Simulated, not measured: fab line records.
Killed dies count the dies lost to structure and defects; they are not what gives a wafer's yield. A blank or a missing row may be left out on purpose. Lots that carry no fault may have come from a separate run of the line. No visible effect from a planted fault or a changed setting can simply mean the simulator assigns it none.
fab line records | flow n5-finfet
[record] lots = 5 wafers = 14 last-day = 15
route steps=1938 shown BEOL_M2@875 BEOL_M4@1111 PASSIVATION@1936
lots untouched by any fault: they come from a run of this same line in which no faults occurred
start-h: the number of hours between the record's first day and the start of the first shown wafer of the lot | wait-h: how many hours have passed since the lot's step before this one | " same as the row above | L1.1+2: a row that stands for several wafers | - no value present, or no start provided | * or withheld: withheld | < > ~ a bound
route shown NAME@n: NAME is a module with steps in the file, n the number in the route of the first one | usual: average and standard deviation across the fault-free wafers | same: alike in all rows | chamber/n: place in a boat | sites: readings site by site | _std_site: how widely they spread, as a standard deviation | _edge_site: inner sites' mean taken away from outer sites' mean | radius-mm: for every site, how far away it sits from the centre of the wafer | mask NAME#n: copy n | behind: the most recent tool/chamber to have shaped the wafer | hold: why the lot went on hold/how many hours it stayed there/how the hold came to an end | device: whichever transistor did not switch (one of n, p or np) | end of line: at the end of the route, the tests of the same wafers | for a step that has no rows: nothing shown but its recipe | killed: dies that structure and defects cost at the first sort, which is not the same as the wafer's yield | map: shows each die of a wafer: x if killed, . if not, _ if none is there
set.NAME: the run value of the setting; set.NAME@STEP: its run value at that earlier step | model.NAME: the simulator's own value behind a step, which no gauge read
certain route steps with their lots: each step a table, each wafer a row
services: when a tool's chamber went out of use (start-h, in hours from the record's first day, below 0 if earlier), for how many hours, and the reason
[[steps]]
[step N5_BEOL_M2_DEVELOP_27]
[recipe] develop-time-s = 30 developer = TMAH resist = CAR-EUV rinse-liquid = surfactant-rinse dry = air-spin dev-temp-c = 23
[step N5_BEOL_M2_DESCUM_33]
[recipe] chemistry = O2 time-s = 7 source-power-w = 50 bias-power-w = 20 pressure-mtorr = 20 rf-frequency-hz = 2.712e+07 temp-c = 40 resist = CAR-EUV o2-flow-sccm = 225
[step N5_BEOL_M2_ETCH_77]
[recipe] chemistry = N2/H2 target = underlayer target-depth-a = 65 mask-material = CAR-EUV time-s = 5.2 ion-energy-ev = 200 pressure-mtorr = 30 source-w = 840 bias-w = 150 n2-flow-sccm = 200 h2-flow-sccm = 200 ends = cleared
[step N5_BEOL_M2_ETCH_69]
[recipe] chemistry = CF4 target = SiARC target-depth-a = 156 mask-material = CAR-EUV time-s = 26 ion-energy-ev = 80 pressure-mtorr = 40 source-w = 545 bias-w = 36 Ar_flow_sccm = 100 cf4-flow-sccm = 100 ends = cleared
[step N5_BEOL_M2_ALD_98]
[recipe] material = SiO2 target-thk-a = 25 temp-c = 100 ald-precursor-family = BDEAS ald-co-reactant = O2-plasma pulse-time-s = 1 co-reactant-pulse-time-s = 1 purge-time-s = 2 co-reactant-purge-time-s = 2 ald-cycles = 17 pressure-torr = 2
[step N5_BEOL_M2_ETCHBACK_99]
[recipe] chemistry = CHF3 target = SiO2 target-depth-a = 50 time-s = 10.4 source-w = 215 bias-w = 47 Ar_flow_sccm = 200 CHF3_flow_sccm = 12 ion-energy-ev = 100 pressure-mtorr = 30
[step N5_BEOL_M2_ETCH_70]
[recipe] chemistry = N2/H2 target = SOC target-depth-a = 800 overetch-a = 240 mask-material = SiARC temp-c = 40 time-s = 130 ion-energy-ev = 200 pressure-mtorr = 30 source-w = 840 bias-w = 150 n2-flow-sccm = 200 h2-flow-sccm = 200
[step N5_BEOL_M2_STRIP_71]
[recipe] chemistry = N2/H2 temp-c = 40 n2-flow-sccm = 200 h2-flow-sccm = 200 rf-frequency-hz = 6e+07
[step N5_BEOL_M2_STRIP_78]
[recipe] chemistry = N2/H2 temp-c = 40 n2-flow-sccm = 200 h2-flow-sccm = 200 rf-frequency-hz = 6e+07
[step N5_BEOL_M2_VIA_ETCH_34]
[recipe] chemistry = C4F6/O2 target-depth-a = 694 mask-material = SOC pressure-mtorr = 15 ion-energy-ev = 250 taper-deg = 4 time-s = 65.9 source-w = 350 bias-w = 170 Ar_flow_sccm = 300 C4F6_flow_sccm = 10 O2_flow_sccm = 10
[usual] chamber-pressure-mTorr = 15.000/0.014 drypump-motor-current-A = 5.7/0.46 oes-product-au = 0.81/0.11 rf-vpp-V = 663/28 run-length-s = 89.1/0.48 showerhead-plenum-p-Torr = 2.90/0.068 throttle-valve-pct = 30.7/0.36
// columns lot.wafer tool chamber start-h wait-h chamber-pressure-mTorr drypump-motor-current-A oes-product-au rf-hours-counter-h rf-vpp-V run-length-s showerhead-plenum-p-Torr throttle-valve-pct model.etch.depth-nm model.SOC_of_BEOL_M2_COAT_67.thk-nm
L436.3 rie-diel-04 1 151.96 0.0 15.005 5.1 0.69 220 647 88.4 2.92 31.1 66.79 51.8
L436.5 " 1 " " 14.996 5.1 0.69 - 647 88.4 2.92 31.1 66.66 51.8
L448.1 rie-diel-04 2 217.22 0.0 15.000 4.8 0.67 252 684 89.3 2.90 31.3 67.13 52
L448.2 " 3 " " 15.003 5.4 0.92 16 662 88.4 2.81 30.9 69.38 52
L448.4 " 1 " " 14.979 5.1 0.68 245 648 81.5 2.91 31.1 60.07 53
L447.4 rie-diel-04 3 220.09 0.0 14.999 5.4 0.93 - 663 81.3 2.81 30.8 63.55 52.6
L447.5 " 0 " " 15.009 5.9 0.91 - 646 90.0 2.78 30.4 71.84 51.4
L447.6 " 1 " " 15.009 5.1 0.69 - 649 88.3 2.91 31.1 68.53 51.8
L449.3 rie-diel-04 1 224.83 0.0 15.009 5.1 0.68 249 647 81.2 2.91 31.1 60.98 52.8
L449.4 " 1 " " 15.000 5.1 0.69 - 646 81.2 2.91 31.1 61.35 52.6
L449.6 " 3 " " 15.003 5.4 0.91 - 662 88.8 2.81 30.9 70.3 51.8
L450.1 rie-diel-06 2 227.42 0.0 15.003 6.1 0.75 184 664 89.2 2.95 30.2 71.4 51.8
L450.3 " 3 " " 14.983 5.8 0.74 209 696 89.6 2.83 31.2 72.24 51.8
L450.5 " 0 " " 14.990 5.7 0.74 - 714 88.7 2.85 30.6 67.91 52.2
[step N5_BEOL_M2_STRIP_83]
[recipe] chemistry = C4F6/O2 resist = SiARC rf-frequency-hz = 6e+07
[step N5_BEOL_M4_RC_MEAS_101]
[usual] DIBL_N = 37.5/2 DIBL_P = 37.5/2.5 IOFF_N = 0.18/0.042 IOFF_P = 0.24/0.046 ION_N = 677/15 ION_P = 464/9.5 SS_N = 72.0/0.76 SS_P = 73.6/0.79 VT_N = 249/3.5 VT_P = -249/3.2
// columns lot.wafer tool chamber start-h wait-h DIBL_N[mV/V] DIBL_P[mV/V] IOFF_N[nA/um] IOFF_P[nA/um] ION_N[uA/um] ION_P[uA/um] SS_N[mV/dec] SS_P[mV/dec] VT_N[mV] VT_P[mV]
L436.3 prober-01 0 173.87 0.3 35.2 35.4 0.14 0.19 675 468 71.8 73.5 253 -253
L436.5 " 0 " " 32.2 31.5 0.10 0.14 653 448 70.7 71.8 257 -257
L448.1 prober-02 0 244.72 0.0 34.6 33.6 0.13 0.18 667 455 71.9 73.6 254 -251
L448.2 " 0 " " 34.9 34.2 0.15 0.21 657 455 71.8 72.4 249 -248
L448.4 " 0 " " 38.6 39.3 0.22 0.29 695 473 72.4 74.2 245 -244
L447.4 prober-02 0 247.66 0.5 38.5 38.1 0.20 0.23 670 453 73.3 74.0 248 -253
L447.5 " 0 " " 38.6 39.0 0.20 0.24 684 460 72.6 74.3 249 -250
L447.6 " 0 " " 36.4 36.3 0.17 0.21 672 459 71.6 73.0 253 -252
L449.3 prober-01 0 248.52 0.3 39.5 39.5 0.21 0.27 694 472 72.1 73.6 245 -245
L449.4 " 0 " " 35.8 34.5 0.14 0.19 670 461 71.5 73.6 251 -251
L449.6 " 0 " " 39.7 40.4 0.23 0.30 692 472 71.9 74.5 245 -247
L450.1 prober-02 0 253.38 0.0 37.7 36.9 0.17 0.22 665 458 71.9 73.0 252 -251
L450.3 " 0 " " 36.1 35.2 0.13 0.19 656 453 71.2 72.4 256 -253
L450.5 " 0 " " 38.3 38.4 0.19 0.23 703 482 71.4 73.3 246 -247
[step N5_PASSIVATION_PROBE_49]
[usual] defect-limited-yield = 91.8/1.5 killed_at_M0_to_M3 = 33/11 killed_at_M4_up = 13/5 killed-at-contacts = 11/5.6 killed-at-front-end = 36/12 killed-at-other = 3.4/2.5 killed-dies = 97/18 killed-open = 64/13 killed-short = 31/6.9 sort_bin_5_function = 4.8/1 sort_bin_6_memory = 3.1/0.64 sort-n-pass = 1083/18 sort-yield-pct = 91.8/1.5
[same] gross-dies = 1180 killed-at-back-side = 0 sort_bin_4_leakage[%] = 0 sort_bin_8_speed[%] = 0
// columns lot.wafer tool chamber start-h wait-h defect-limited-yield[%] killed_at_M0_to_M3 killed_at_M4_up killed-at-contacts killed-at-front-end killed-at-other killed-dies killed-open killed-short sort_bin_5_function[%] sort_bin_6_memory[%] sort-n-pass sort-yield-pct[%]
L447.4 prober-02 - 348.07 0.2 90.8 40 18 17 29 4 108 72 33 5.8 2.9 1072 90.8
L447.5 prober-02 - 348.12 0.2 91.8 24 17 23 30 3 97 63 31 5.3 2.5 1083 91.8
L447.6 prober-02 - 348.17 0.3 91.9 22 14 20 34 6 96 60 34 4.9 3.1 1084 91.9
L449.3 prober-02 - 352.75 0.1 90.1 42 14 7 53 1 117 82 35 5.8 3.6 1063 90.1
L449.4 prober-02 - 352.80 0.2 86.5 43 15 6 93 2 159 119 38 7.5 5.6 1021 86.5
L449.6 prober-02 - 352.90 0.3 88.4 34 20 3 73 7 137 92 41 6.2 5.0 1043 88.4
L448.1 prober-02 - 355.35 0.0 91.6 40 14 5 37 3 99 58 39 4.6 3.5 1081 91.6
L448.2 prober-02 - 355.40 0.1 90.5 46 17 12 36 1 112 74 31 6.2 2.8 1068 90.5
L448.4 prober-02 - 355.50 0.2 93.1 35 11 0 29 6 81 45 35 3.9 2.7 1099 93.1
L450.1 prober-01 - 370.17 0.0 92.8 24 14 15 29 3 85 53 28 3.8 3.1 1095 92.8
L450.3 prober-01 - 370.27 0.1 92.7 30 17 8 30 1 86 52 31 4.7 2.6 1094 92.7
L450.5 prober-01 - 370.37 0.2 90.1 47 17 13 38 2 117 84 33 5.6 3.9 1063 90.1
// killed by level:class
L447.4 BEOL_M0_SAQP:geometric-particle:short=15 BEOL_M0_SAQP:geometric-particle:open=13 MOL_CONTACT_COAG:geometric-particle:open=10 BEOL_M1:geometric-particle:open=8 FIN_SAQP:geometric-particle:open=7 STI_FIN_REVEAL:geometric-particle:open=7 BEOL_M4:geometric-particle:open=6 MOL_CONTACT_COAG:geometric-particle:short=5
L447.5 MOL_CONTACT_COAG:geometric-particle:open=18 BEOL_M0_SAQP:geometric-particle:short=8 BEOL_M0_SAQP:geometric-particle:open=7 FIN_SAQP:geometric-particle:open=6 DUMMY_GATE:geometric-particle:open=6 MOL_CONTACT_COAG:geometric-particle:short=5 FIN_SAQP:geometric-particle:short=4 STI_FIN_REVEAL:geometric-particle:open=4
L447.6 MOL_CONTACT_COAG:geometric-particle:open=17 BEOL_M0_SAQP:geometric-particle:open=11 FIN_SAQP:geometric-particle:short=10 FIN_SAQP:geometric-particle:open=8 BEOL_M0_SAQP:geometric-particle:short=8 DUMMY_GATE:geometric-particle:open=6 BEOL_M5:geometric-particle:open=4 BEOL_M4:geometric-particle:open=3
L449.3 STI_FIN_REVEAL:geometric-particle:open=13 FIN_SAQP:geometric-particle:open=13 FIN_SAQP:geometric-particle:short=12 BEOL_M0_SAQP:geometric-particle:open=9 BEOL_M3:geometric-particle:open=9 BEOL_M4:geometric-particle:open=8 MOL_CONTACT_COAG:geometric-particle:open=7 BEOL_M0_SAQP:geometric-particle:short=7
L449.4 FIN_SAQP:geometric-particle:open=40 FIN_SAQP:geometric-particle:short=12 GATE_CUT:geometric-particle:open=11 BEOL_M2:geometric-particle:open=11 BEOL_M0_SAQP:geometric-particle:open=9 DUMMY_GATE:geometric-particle:open=8 GATE_CUT:geometric-particle:short=8 BEOL_M1:geometric-particle:open=7
L449.6 STI_FIN_REVEAL:geometric-particle:open=25 FIN_SAQP:geometric-particle:open=16 BEOL_M4:geometric-particle:open=10 FIN_SAQP:geometric-particle:short=9 GATE_CUT:geometric-particle:short=8 BEOL_M0_SAQP:geometric-particle:open=6 BEOL_M3:geometric-particle:open=6 DUMMY_GATE:geometric-particle:open=5
L448.1 BEOL_M0_SAQP:geometric-particle:short=14 STI_FIN_REVEAL:geometric-particle:open=9 BEOL_M0_SAQP:geometric-particle:open=9 STARTING-WAFER:geometric-particle:open=7 DUMMY_GATE:geometric-particle:short=5 BEOL_M8:geometric-particle:open=4 GATE_CUT:geometric-particle:short=4 BEOL_M0:geometric-particle:short=4
L448.2 STI_FIN_REVEAL:geometric-particle:open=16 MOL_CONTACT_COAG:geometric-particle:open=11 BEOL_M0_SAQP:geometric-particle:short=10 BEOL_M3:geometric-particle:open=7 BEOL_M6:geometric-particle:open=6 BEOL_M0_SAQP:geometric-particle:open=6 BEOL_M2:geometric-particle:open=6 BEOL_M0:geometric-particle:short=5
L448.4 BEOL_M2:geometric-particle:open=10 STI_FIN_REVEAL:geometric-particle:open=6 BEOL_M0_SAQP:geometric-particle:short=6 BEOL_M0:geometric-particle:short=6 FIN_SAQP:geometric-particle:short=5 BEOL_M0_SAQP:geometric-particle:open=5 BEOL_M4:geometric-particle:open=5 BEOL_M2:geometric-particle:short=4
L450.1 MOL_CONTACT_COAG:geometric-particle:open=12 FIN_SAQP:geometric-particle:short=7 STI_FIN_REVEAL:geometric-particle:open=6 BEOL_M4:geometric-particle:open=6 BEOL_M0_SAQP:geometric-particle:open=5 BEOL_M3:geometric-particle:open=5 BEOL_M0_SAQP:geometric-particle:short=4 FIN_SAQP:geometric-particle:open=3
L450.3 FIN_SAQP:geometric-particle:short=10 FIN_SAQP:geometric-particle:open=7 BEOL_M1:geometric-particle:open=7 MOL_CONTACT_COAG:geometric-particle:open=6 BEOL_M4:geometric-particle:open=6 BEOL_M2:geometric-particle:open=5 BEOL_M0_SAQP:geometric-particle:open=4 BEOL_M0:geometric-particle:open=4
L450.5 BEOL_M1:geometric-particle:open=15 MOL_CONTACT_COAG:geometric-particle:open=12 BEOL_M0_SAQP:geometric-particle:open=11 FIN_SAQP:geometric-particle:short=9 STI_FIN_REVEAL:geometric-particle:open=9 FIN_SAQP:geometric-particle:open=6 BEOL_M0_SAQP:geometric-particle:short=6 BEOL_M3:geometric-particle:open=5
[[services]]
// columns tool chamber start-h hours kind
rie-diel-04 3 148.63 - clean
rie-diel-04 3 148.63 - consumable-replace:focus-ring
rie-diel-04 3 148.63 22.8 scheduled-down
rie-diel-04 3 148.63 22.8 vent-cycle
rie-diel-06 0 207.22 4.4 repair
rie-diel-04 2 217.90 5.7 repair
rie-diel-04 2 223.62 - clean
rie-diel-04 2 223.62 - consumable-replace:focus-ring
rie-diel-04 2 223.62 14.5 scheduled-down
rie-diel-04 2 223.62 14.5 vent-cycle
[[key]]
[first-sign] step = N5_BEOL_M2_VIA_ETCH_34 reading = run-length-s direction = down sigmas = 16 usual = * struck = *
effect none on later readings
[model-effect] step = N5_BEOL_M2_VIA_ETCH_34 value = etch.depth-nm without = 68.79 struck = 61.49
met-at N5_BEOL_M2_VIA_ETCH_34
struck-wafers L447.4,L448.4,L449.3,L449.4
onset-between 151.96 217.22
[fault] kind = process-parameter-drift tool = rie-diel-04 chamber = - onset-h = 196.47 steps = N5_BEOL_M2_VIA_ETCH_34 channel = time-s offset = * shape = step end-h = 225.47 scope = struck-wafers-only acts-in = * stated = *
